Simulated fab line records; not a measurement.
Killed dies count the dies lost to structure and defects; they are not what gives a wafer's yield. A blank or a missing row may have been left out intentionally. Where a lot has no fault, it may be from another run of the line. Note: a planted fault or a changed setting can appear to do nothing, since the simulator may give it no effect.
fab line records    flow n5-finfet
record lots=24  wafers=72  last-day=21
route steps=1938 shown BEOL_M8@1368 BEOL_M9@1436
lots untouched by any fault: they come from a run of this same line in which no faults occurred
start-h: start of the lot's first displayed wafer, in hours after the record's first day    wait-h: hours since the lot's step before    " as in the row above    L1.1+2: a single row standing in for several wafers    - value missing, or start not given    * or withheld: withheld    < > ~ a bound
route shown NAME@n: a module of which the file shows steps, and the number in the route of the first    usual: mean/standard deviation of fault-free wafers    same: alike in all rows    chamber/n: place in a boat    sites: the reading at each site    _std_site: their standard deviation    _edge_site: mean of outer sites minus mean of inner sites    radius-mm: how far each site lies from the wafer's centre    mask NAME#n: copy n    behind: the tool/chamber that last shaped the wafer    hold: why the lot went on hold/how many hours it stayed there/how the hold came to an end    device: transistor that didn't switch, given as n, p or np    end of line: at the end of the route, the tests of the same wafers    a step given without rows: its recipe and nothing more    killed: dies lost to structure and defects at the first sort, not the wafer's yield    map: shows each die of a wafer: x if killed, . if not, _ if none is there
set.NAME: setting as actually run; set.NAME@STEP: the setting as run at that earlier step    model.NAME: the simulator's own value behind a step, which no gauge read
route steps across a sampled set of lots; one table per step, one row per wafer
services: when a tool's chamber went out of use (start-h, in hours from the record's first day, below 0 if earlier), for how many hours, and the reason
## steps
# step N5_BEOL_M8_DESCUM_33
# recipe chemistry=O2  time-s=7  source-power-w=50  bias-power-w=20  pressure-mtorr=20  rf-frequency-hz=2.712e+07  temp-c=40  resist=CAR-EUV  o2-flow-sccm=225
# usual drypump-motor-current-A=5.6/0.53  oes-product-au=0.80/0.082  rf-vpp-V=243.2/1.2  showerhead-plenum-p-Torr=2.08/0.062  throttle-valve-pct=20.17/0.18
lot.wafer  tool         chamber  start-h  wait-h  drypump-motor-current-A  oes-product-au  rf-hours-counter-h  rf-vpp-V  showerhead-plenum-p-Torr  throttle-valve-pct
L075.1     rie-diel-05  2        266.48   0.4     5.4                      0.74            166                 243.4     2.07                      20.00
L075.3     "            0        "        "       5.3                      0.79            128                 244.6     2.09                      20.25
L075.6     "            0        "        "       5.3                      0.78            -                   243.8     2.09                      20.27
L074.3     rie-diel-05  2        270.30   0.1     5.4                      0.74            167                 244.4     2.07                      20.00
L074.4     "            1        "        "       6.4                      0.84            63                  241.9     2.02                      19.98
L074.6     "            2        "        "       5.4                      0.74            -                   244.4     2.07                      20.00
L076.1     rie-diel-05  0        283.20   0.7     5.3                      0.78            134                 242.9     2.09                      20.27
L076.4     "            1        "        "       6.4                      0.83            67                  243.5     2.02                      19.98
L076.6     "            3        "        "       5.2                      0.88            -                   240.2     2.03                      20.14
L077.3     rie-diel-05  3        291.36   0.1     5.3                      0.86            53                  242.2     2.03                      20.14
L077.5     "            1        "        "       6.4                      0.83            -                   242.4     2.02                      19.99
L077.6     "            0        "        "       5.2                      0.78            -                   242.1     2.09                      20.28
L080.2     rie-diel-04  3        299.35   0.5     6.5                      0.68            249                 243.7     2.16                      20.34
L080.3     "            2        "        "       4.9                      0.71            186                 244.1     2.06                      19.98
L080.5     "            3        "        "       6.6                      0.69            -                   243.1     2.16                      20.36
L081.1     rie-diel-04  3        302.96   0.0     6.6                      0.68            250                 243.4     2.16                      20.35
L081.2     "            0        "        "       5.7                      0.94            10                  242.7     2.05                      19.95
L081.5     "            0        "        "       5.7                      0.94            -                   242.5     2.05                      19.94
L079.2     rie-diel-01  1        310.84   0.0     5.1                      0.69            212                 245.8     2.17                      20.49
L079.3     "            3        "        "       5.6                      0.79            108                 242.5     2.02                      20.10
L079.4     "            2        "        "       5.3                      0.88            21                  247.4     2.25                      20.11
L078.2     rie-diel-01  2        314.46   0.6     5.2                      0.88            23                  244.2     2.25                      20.11
L078.4     "            3        "        "       5.7                      0.78            110                 242.4     2.02                      20.12
L078.6     "            3        "        "       5.6                      0.79            -                   242.2     2.02                      20.09
L082.2     rie-diel-05  2        316.34   0.0     5.4                      0.72            183                 241.8     2.07                      20.01
L082.5     "            1        "        "       6.4                      0.81            -                   242.2     2.02                      20.01
L082.6     "            0        "        "       5.3                      0.77            -                   241.9     2.08                      20.29
L083.2     rie-diel-05  3        322.03   0.0     5.3                      0.85            63                  243.6     2.03                      20.15
L083.3     "            2        "        "       5.4                      0.72            185                 243.1     2.07                      20.03
L083.4     "            1        "        "       6.4                      0.80            81                  243.2     2.02                      20.01
L085.1     rie-diel-01  2        330.85   0.1     5.2                      0.87            27                  244.6     2.24                      20.11
L085.2     "            0        "        "       5.5                      0.68            244                 242.5     2.07                      20.62
L085.3     "            1        "        "       5.0                      0.69            217                 243.9     2.17                      20.49
L086.3     rie-diel-04  1        335.50   0.6     6.3                      0.81            91                  243.3     2.09                      20.38
L086.4     "            2        "        "       4.9                      0.70            202                 244.3     2.06                      19.97
L086.5     "            2        "        "       4.9                      0.70            -                   244.7     2.06                      19.99
L084.2     rie-diel-04  2        345.65   0.0     4.9                      0.69            205                 242.0     2.05                      19.99
L084.4     "            0        "        "       5.8                      0.90            28                  242.8     2.05                      19.96
L084.5     "            0        "        "       5.8                      0.88            -                   244.2     2.05                      19.97
L088.3     rie-diel-04  0        352.24   0.0     5.8                      0.89            31                  241.4     2.05                      19.96
L088.5     "            0        "        "       5.7                      0.89            -                   242.4     2.05                      19.98
L088.6     "            3        "        "       6.5                      0.93            -                   243.3     2.16                      20.19
L089.2     rie-diel-04  3        352.75   0.0     6.5                      0.93            11                  244.2     2.16                      20.18
L089.4     "            0        "        "       5.7                      0.89            32                  242.9     2.05                      19.98
L089.6     "            0        "        "       5.8                      0.89            -                   243.4     2.05                      19.98
L087.2     rie-diel-01  3        356.48   0.0     5.7                      0.78            124                 242.9     2.02                      20.12
L087.3     "            2        "        "       5.2                      0.86            38                  243.9     2.24                      20.11
L087.5     "            3        "        "       5.6                      0.77            -                   242.6     2.02                      20.13
L091.1     rie-diel-05  0        358.57   0.1     5.3                      0.75            159                 244.1     2.08                      20.31
L091.2     "            1        "        "       6.4                      0.80            93                  240.4     2.01                      20.03
L091.4     "            2        "        "       5.4                      0.71            197                 243.4     2.06                      20.03
L090.2     rie-diel-05  1        380.68   0.3     6.4                      0.80            100                 242.3     2.01                      20.04
L090.4     "            0        "        "       5.3                      0.75            166                 243.7     2.08                      20.33
L090.5     "            0        "        "       5.3                      0.74            -                   243.5     2.08                      20.31
L093.1     rie-diel-01  1        389.90   0.2     5.0                      0.68            241                 244.5     2.16                      20.52
L093.5     "            1        "        "       5.1                      0.68            -                   243.4     2.16                      20.54
L093.6     "            0        "        "       5.5                      0.99            -                   244.6     2.07                      20.19
L094.2     rie-diel-04  1        390.17   0.4     6.4                      0.78            111                 245.1     2.08                      20.39
L094.3     "            3        "        "       6.6                      0.89            25                  242.7     2.15                      20.20
L094.4     "            0        "        "       5.8                      0.87            46                  242.3     2.04                      20.00
L092.1     rie-diel-04  3        398.29   0.0     6.6                      0.89            28                  244.5     2.15                      20.21
L092.4     "            2        "        "       4.9                      0.68            220                 243.6     2.05                      20.00
L092.6     "            3        "        "       6.6                      0.89            -                   242.9     2.15                      20.21
L097.1     rie-diel-01  3        407.61   0.3     5.6                      0.76            144                 242.8     2.01                      20.16
L097.2     "            1        "        "       5.1                      0.66            248                 244.0     2.16                      20.54
L097.4     "            0        "        "       5.5                      0.95            15                  242.6     2.07                      20.20
L096.2     rie-diel-05  2        407.77   0.3     5.4                      0.70            213                 242.9     2.06                      20.07
L096.3     "            3        "        "       5.2                      0.80            91                  240.8     2.02                      20.19
L096.4     "            1        "        "       6.4                      0.78            110                 241.3     2.01                      20.06
L095.2     rie-diel-01  3        438.58   0.1     5.6                      0.74            158                 242.0     2.01                      20.17
L095.3     "            2        "        "       5.3                      0.80            72                  244.6     2.23                      20.17
L095.5     "            3        "        "       5.7                      0.74            -                   241.3     2.01                      20.18
# step N5_BEOL_M8_OCD_MEAS_38
# usual trench-depth-nm=92.9/1.8
lot.wafer  tool    chamber  start-h  wait-h  trench-depth-nm
L075.1     ocd-01  -        266.91   -       94.5
L075.3     "       -        "        "       92.6
L075.6     "       -        "        "       92.6
L074.3     ocd-02  -        270.73   -       95.5
L074.4     "       -        "        "       91.3
L074.6     "       -        "        "       95.2
L076.1     ocd-01  -        283.63   -       92.7
L076.4     "       -        "        "       91.7
L076.6     "       -        "        "       92.6
L077.3     ocd-02  -        291.79   -       92.3
L077.5     "       -        "        "       89.7
L077.6     "       -        "        "       91.8
L080.2     ocd-01  -        299.79   -       92.5
L080.3     "       -        "        "       90.6
L080.5     "       -        "        "       93.1
L081.1     ocd-01  -        303.39   -       91.3
L081.2     "       -        "        "       94.1
L081.5     "       -        "        "       94.0
L079.2     ocd-02  -        311.28   -       90.9
L079.3     "       -        "        "       90.9
L079.4     "       -        "        "       94.1
L078.2     ocd-01  -        314.89   -       95.0
L078.4     "       -        "        "       91.2
L078.6     "       -        "        "       91.6
L082.2     ocd-01  -        316.78   -       95.2
L082.5     "       -        "        "       92.6
L082.6     "       -        "        "       93.4
L083.2     ocd-02  -        322.46   -       92.3
L083.3     "       -        "        "       92.9
L083.4     "       -        "        "       89.6
L085.1     ocd-02  -        331.29   -       94.0
L085.2     "       -        "        "       92.7
L085.3     "       -        "        "       90.7
L086.3     ocd-01  -        335.93   -       95.7
L086.4     "       -        "        "       91.3
L086.5     "       -        "        "       90.8
L084.2     ocd-02  -        346.08   -       90.4
L084.4     "       -        "        "       94.9
L084.5     "       -        "        "       94.2
L088.3     ocd-01  -        352.68   -       93.8
L088.5     "       -        "        "       94.5
L088.6     "       -        "        "       96.1
L089.2     ocd-02  -        353.18   -       96.1
L089.4     "       -        "        "       94.6
L089.6     "       -        "        "       94.0
L087.2     ocd-01  -        356.91   -       92.2
L087.3     "       -        "        "       94.8
L087.5     "       -        "        "       92.1
L091.1     ocd-01  -        359.00   -       92.7
L091.2     "       -        "        "       91.5
L091.4     "       -        "        "       94.1
L090.2     ocd-01  -        381.11   -       90.9
L090.4     "       -        "        "       91.6
L090.5     "       -        "        "       92.2
L093.1     ocd-01  -        390.32   -       90.9
L093.5     "       -        "        "       90.6
L093.6     "       -        "        "       94.6
L094.2     ocd-02  -        390.60   -       92.2
L094.3     "       -        "        "       94.1
L094.4     "       -        "        "       92.8
L092.1     ocd-02  -        398.72   -       95.5
L092.4     "       -        "        "       91.2
L092.6     "       -        "        "       95.4
L097.1     ocd-02  -        408.04   -       92.8
L097.2     "       -        "        "       89.9
L097.4     "       -        "        "       93.7
L096.2     ocd-01  -        408.20   -       94.1
L096.3     "       -        "        "       91.3
L096.4     "       -        "        "       90.5
L095.2     ocd-01  -        439.01   -       92.2
L095.3     "       -        "        "       95.5
L095.5     "       -        "        "       91.1
# step N5_BEOL_M8_PRE_CLEAN_45
# recipe gas=H2/He  time-s=30  temp-c=250
# usual heater-power-w=332/32
lot.wafer  tool            chamber  start-h  wait-h  heater-power-w
L075.1     pvd-sputter-02  -        267.48   0.0     385
L075.3     "               -        "        "       308
L075.6     "               -        "        "       312
L074.3     pvd-sputter-01  -        271.41   0.0     318
L074.4     "               -        "        "       325
L074.6     "               -        "        "       333
L076.1     pvd-sputter-02  -        284.22   0.0     407
L076.4     "               -        "        "       390
L076.6     "               -        "        "       409
L077.3     pvd-sputter-02  -        292.36   0.0     385
L077.5     "               -        "        "       411
L077.6     "               -        "        "       383
L080.2     pvd-sputter-01  -        300.45   0.0     322
L080.3     "               -        "        "       330
L080.5     "               -        "        "       323
L081.1     pvd-sputter-03  -        304.06   0.0     292
L081.2     "               -        "        "       329
L081.5     "               -        "        "       310
L079.2     pvd-sputter-01  -        312.14   0.0     350
L079.3     "               -        "        "       322
L079.4     "               -        "        "       321
L078.2     pvd-sputter-03  -        316.31   0.0     328
L078.4     "               -        "        "       301
L078.6     "               -        "        "       319
L082.2     pvd-sputter-02  -        317.46   0.0     319
L082.5     "               -        "        "       312
L082.6     "               -        "        "       311
L083.2     pvd-sputter-02  -        323.06   0.0     384
L083.3     "               -        "        "       321
L083.4     "               -        "        "       381
L085.1     pvd-sputter-01  -        331.98   0.0     345
L085.2     "               -        "        "       333
L085.3     "               -        "        "       315
L086.3     pvd-sputter-01  -        336.54   0.0     336
L086.4     "               -        "        "       317
L086.5     "               -        "        "       337
L084.2     pvd-sputter-01  -        346.83   0.0     340
L084.4     "               -        "        "       314
L084.5     "               -        "        "       332
L088.3     pvd-sputter-03  -        353.44   0.0     301
L088.5     "               -        "        "       298
L088.6     "               -        "        "       319
L089.2     pvd-sputter-03  -        354.16   0.0     295
L089.4     "               -        "        "       319
L089.6     "               -        "        "       312
L087.2     pvd-sputter-03  -        357.74   0.0     324
L087.3     "               -        "        "       329
L087.5     "               -        "        "       295
L091.1     pvd-sputter-01  -        359.55   0.0     322
L091.2     "               -        "        "       316
L091.4     "               -        "        "       345
L090.2     pvd-sputter-03  -        381.66   0.0     332
L090.4     "               -        "        "       296
L090.5     "               -        "        "       319
L093.1     pvd-sputter-02  -        390.89   0.0     307
L093.5     "               -        "        "       301
L093.6     "               -        "        "       310
L094.2     pvd-sputter-01  -        391.30   0.0     333
L094.3     "               -        "        "       315
L094.4     "               -        "        "       335
L092.1     pvd-sputter-01  -        399.27   0.0     314
L092.4     "               -        "        "       334
L092.6     "               -        "        "       314
L097.1     pvd-sputter-02  -        409.09   0.0     314
L097.2     "               -        "        "       312
L097.4     "               -        "        "       420
L096.2     pvd-sputter-02  -        409.17   0.0     322
L096.3     "               -        "        "       316
L096.4     "               -        "        "       386
L095.2     pvd-sputter-03  -        439.67   0.0     320
L095.3     "               -        "        "       329
L095.5     "               -        "        "       286
# step N5_BEOL_M9_INSPECT_30
# recipe mode=adi  inspect-instrument=brightfield
# usual raw-defect-count=397/83
lot.wafer  tool               chamber  start-h  wait-h  raw-defect-count
L075.1     defect-inspect-01  -        275.98   0.1     437
L075.3     "                  -        "        "       363
L075.6     "                  -        "        "       413
L074.3     defect-inspect-01  -        279.80   0.0     338
L074.4     "                  -        "        "       469
L074.6     "                  -        "        "       309
L076.1     defect-inspect-01  -        291.17   0.1     398
L076.4     "                  -        "        "       415
L076.6     "                  -        "        "       406
L077.3     defect-inspect-02  -        298.45   0.0     426
L077.5     "                  -        "        "       413
L077.6     "                  -        "        "       524
L080.2     defect-inspect-01  -        306.99   0.0     397
L080.3     "                  -        "        "       433
L080.5     "                  -        "        "       432
L081.1     defect-inspect-01  -        310.89   0.1     312
L081.2     "                  -        "        "       307
L081.5     "                  -        "        "       360
L079.2     defect-inspect-01  -        322.05   0.0     334
L079.3     "                  -        "        "       372
L079.4     "                  -        "        "       415
L082.2     defect-inspect-01  -        325.02   0.0     360
L082.5     "                  -        "        "       510
L082.6     "                  -        "        "       415
L078.2     defect-inspect-02  -        325.41   0.0     396
L078.4     "                  -        "        "       470
L078.6     "                  -        "        "       395
L083.2     defect-inspect-02  -        328.38   0.0     309
L083.3     "                  -        "        "       607
L083.4     "                  -        "        "       460
L085.1     defect-inspect-02  -        337.16   0.1     437
L085.2     "                  -        "        "       415
L085.3     "                  -        "        "       402
L086.3     defect-inspect-02  -        345.41   0.0     348
L086.4     "                  -        "        "       433
L086.5     "                  -        "        "       374
L084.2     defect-inspect-01  -        352.25   0.0     455
L084.4     "                  -        "        "       516
L084.5     "                  -        "        "       403
L088.3     defect-inspect-01  -        362.53   0.0     398
L088.5     "                  -        "        "       276
L088.6     "                  -        "        "       406
L089.2     defect-inspect-01  -        362.69   0.0     412
L089.4     "                  -        "        "       343
L089.6     "                  -        "        "       341
L087.2     defect-inspect-02  -        364.71   0.0     371
L087.3     "                  -        "        "       483
L087.5     "                  -        "        "       487
L091.1     defect-inspect-02  -        367.73   0.1     290
L091.2     "                  -        "        "       310
L091.4     "                  -        "        "       292
L090.2     defect-inspect-01  -        391.12   0.0     321
L090.4     "                  -        "        "       294
L090.5     "                  -        "        "       245
L093.1     defect-inspect-01  -        398.13   0.1     514
L093.5     "                  -        "        "       649
L093.6     "                  -        "        "       401
L094.2     defect-inspect-01  -        398.34   0.0     368
L094.3     "                  -        "        "       533
L094.4     "                  -        "        "       429
L092.1     defect-inspect-02  -        404.25   0.1     337
L092.4     "                  -        "        "       392
L092.6     "                  -        "        "       426
L097.1     defect-inspect-01  -        418.50   0.1     383
L097.2     "                  -        "        "       344
L097.4     "                  -        "        "       420
L096.2     defect-inspect-01  -        418.70   0.0     400
L096.3     "                  -        "        "       306
L096.4     "                  -        "        "       290
L095.2     defect-inspect-02  -        449.20   0.0     467
L095.3     "                  -        "        "       316
L095.5     "                  -        "        "       418
# step N5_BEOL_M9_SURFACE_TREAT_79
# recipe gas=Ar  time-s=*  ion-energy-ev=*  ion-current-ma-cm2=0.5  pressure-mtorr=*  ar-flow-sccm=30
# usual throttle-valve-pct=*
lot.wafer  tool            chamber  start-h  wait-h  throttle-valve-pct
L075.1     pvd-sputter-03  -        277.45   0.2     *
L075.3     "               -        "        "       *
L075.6     "               -        "        "       *
L074.3     pvd-sputter-02  -        282.12   0.7     *
L074.4     "               -        "        "       *
L074.6     "               -        "        "       *
L076.1     pvd-sputter-03  -        293.03   0.3     *
L076.4     "               -        "        "       *
L076.6     "               -        "        "       *
L077.3     pvd-sputter-01  -        300.25   0.2     *
L077.5     "               -        "        "       *
L077.6     "               -        "        "       *
L080.2     pvd-sputter-01  -        308.56   0.2     *
L080.3     "               -        "        "       *
L080.5     "               -        "        "       *
L081.1     pvd-sputter-02  -        312.50   0.3     *
L081.2     "               -        "        "       *
L081.5     "               -        "        "       *
L079.2     pvd-sputter-03  -        323.55   0.2     *
L079.3     "               -        "        "       *
L079.4     "               -        "        "       *
L082.2     pvd-sputter-03  -        326.83   0.2     *
L082.5     "               -        "        "       *
L082.6     "               -        "        "       *
L078.2     pvd-sputter-03  -        327.16   0.3     *
L078.4     "               -        "        "       *
L078.6     "               -        "        "       *
L083.2     pvd-sputter-03  -        330.04   0.2     *
L083.3     "               -        "        "       *
L083.4     "               -        "        "       *
L085.1     pvd-sputter-01  -        339.14   0.2     *
L085.2     "               -        "        "       *
L085.3     "               -        "        "       *
L086.3     pvd-sputter-01  -        347.15   0.2     *
L086.4     "               -        "        "       *
L086.5     "               -        "        "       *
L084.2     pvd-sputter-03  -        354.04   0.2     *
L084.4     "               -        "        "       *
L084.5     "               -        "        "       *
L088.3     pvd-sputter-01  -        364.13   0.3     *
L088.5     "               -        "        "       *
L088.6     "               -        "        "       *
L089.2     pvd-sputter-03  -        364.29   0.3     *
L089.4     "               -        "        "       *
L089.6     "               -        "        "       *
L087.2     pvd-sputter-01  -        366.83   0.2     *
L087.3     "               -        "        "       *
L087.5     "               -        "        "       *
L091.1     pvd-sputter-01  -        370.08   0.4     *
L091.2     "               -        "        "       *
L091.4     "               -        "        "       *
L090.2     pvd-sputter-03  -        393.53   0.3     *
L090.4     "               -        "        "       *
L090.5     "               -        "        "       *
L093.1     pvd-sputter-02  -        399.52   0.2     *
L093.5     "               -        "        "       *
L093.6     "               -        "        "       *
L094.2     pvd-sputter-03  -        399.89   0.2     *
L094.3     "               -        "        "       *
L094.4     "               -        "        "       *
L092.1     pvd-sputter-03  -        405.84   0.2     *
L092.4     "               -        "        "       *
L092.6     "               -        "        "       *
L097.1     pvd-sputter-01  -        420.47   0.2     *
L097.2     "               -        "        "       *
L097.4     "               -        "        "       *
L096.2     pvd-sputter-03  -        421.47   0.3     *
L096.3     "               -        "        "       *
L096.4     "               -        "        "       *
L095.2     pvd-sputter-02  -        450.74   0.2     *
L095.3     "               -        "        "       *
L095.5     "               -        "        "       *
# step N5_BEOL_M9_INSPECT_58
# recipe inspect-instrument=darkfield  mode=post-dep
# usual raw-defect-count=71/21
lot.wafer  tool               chamber  start-h  wait-h  raw-defect-count
L075.1     defect-inspect-02  -        279.60   0.0     64
L075.3     "                  -        "        "       90
L075.6     "                  -        "        "       62
L074.3     defect-inspect-02  -        283.40   0.0     76
L074.4     "                  -        "        "       72
L074.6     "                  -        "        "       93
L076.1     defect-inspect-02  -        294.35   0.0     39
L076.4     "                  -        "        "       90
L076.6     "                  -        "        "       57
L077.3     defect-inspect-01  -        302.14   0.0     73
L077.5     "                  -        "        "       61
L077.6     "                  -        "        "       86
L080.2     defect-inspect-02  -        309.83   0.0     46
L080.3     "                  -        "        "       79
L080.5     "                  -        "        "       54
L081.1     defect-inspect-01  -        315.59   0.0     64
L081.2     "                  -        "        "       25
L081.5     "                  -        "        "       107
L079.2     defect-inspect-01  -        325.16   0.0     95
L079.3     "                  -        "        "       107
L079.4     "                  -        "        "       39
L082.2     defect-inspect-02  -        328.12   0.0     57
L082.5     "                  -        "        "       58
L082.6     "                  -        "        "       60
L078.2     defect-inspect-01  -        328.79   0.0     64
L078.4     "                  -        "        "       96
L078.6     "                  -        "        "       67
L083.2     defect-inspect-01  -        331.29   0.0     52
L083.3     "                  -        "        "       86
L083.4     "                  -        "        "       61
L085.1     defect-inspect-01  -        343.03   0.0     72
L085.2     "                  -        "        "       66
L085.3     "                  -        "        "       156
L086.3     defect-inspect-01  -        348.39   0.0     58
L086.4     "                  -        "        "       53
L086.5     "                  -        "        "       70
L084.2     defect-inspect-01  -        355.59   0.0     98
L084.4     "                  -        "        "       87
L084.5     "                  -        "        "       71
L088.3     defect-inspect-01  -        365.46   0.0     49
L088.5     "                  -        "        "       67
L088.6     "                  -        "        "       37
L089.2     defect-inspect-01  -        366.00   0.0     83
L089.4     "                  -        "        "       81
L089.6     "                  -        "        "       49
L087.2     defect-inspect-01  -        368.44   0.0     66
L087.3     "                  -        "        "       87
L087.5     "                  -        "        "       82
L091.1     defect-inspect-01  -        371.43   0.0     58
L091.2     "                  -        "        "       53
L091.4     "                  -        "        "       47
L090.2     defect-inspect-01  -        394.79   0.0     116
L090.4     "                  -        "        "       134
L090.5     "                  -        "        "       83
L093.1     defect-inspect-01  -        400.83   0.0     75
L093.5     "                  -        "        "       73
L093.6     "                  -        "        "       69
L094.2     defect-inspect-02  -        402.96   0.0     134
L094.3     "                  -        "        "       92
L094.4     "                  -        "        "       88
L092.1     defect-inspect-01  -        407.05   0.0     58
L092.4     "                  -        "        "       70
L092.6     "                  -        "        "       75
L097.1     defect-inspect-02  -        421.81   0.0     65
L097.2     "                  -        "        "       67
L097.4     "                  -        "        "       56
L096.2     defect-inspect-01  -        422.98   0.0     73
L096.3     "                  -        "        "       69
L096.4     "                  -        "        "       69
L095.2     defect-inspect-02  -        452.13   0.0     64
L095.3     "                  -        "        "       98
L095.5     "                  -        "        "       112
## services
tool            chamber  start-h  hours  kind
rie-diel-04     0        249.99   -      clean
rie-diel-04     0        249.99   -      consumable-replace:focus-ring
rie-diel-04     0        249.99   21.8   scheduled-down
rie-diel-04     0        249.99   21.8   vent-cycle
rie-diel-04     3        304.27   -      clean
rie-diel-04     3        304.27   -      consumable-replace:focus-ring
rie-diel-04     3        304.27   19.4   scheduled-down
rie-diel-04     3        304.27   19.4   vent-cycle
rie-diel-01     0        346.66   -      clean
rie-diel-01     0        346.66   -      consumable-replace:focus-ring
rie-diel-04     2        364.60   12.6   repair
rie-diel-01     3        395.29   4.1    repair
rie-diel-01     1        413.20   -      clean
rie-diel-01     1        413.20   -      consumable-replace:focus-ring
rie-diel-01     1        413.20   28.5   scheduled-down
rie-diel-01     1        413.20   28.5   vent-cycle
rie-diel-05     0        417.32   6.0    repair
pvd-sputter-03  -        423.06   8.9    repair
pvd-sputter-01  -        443.95   4.9    repair
pvd-sputter-03  -        444.22   1.9    repair
rie-diel-04     1        448.62   4.0    repair
## key
fault none
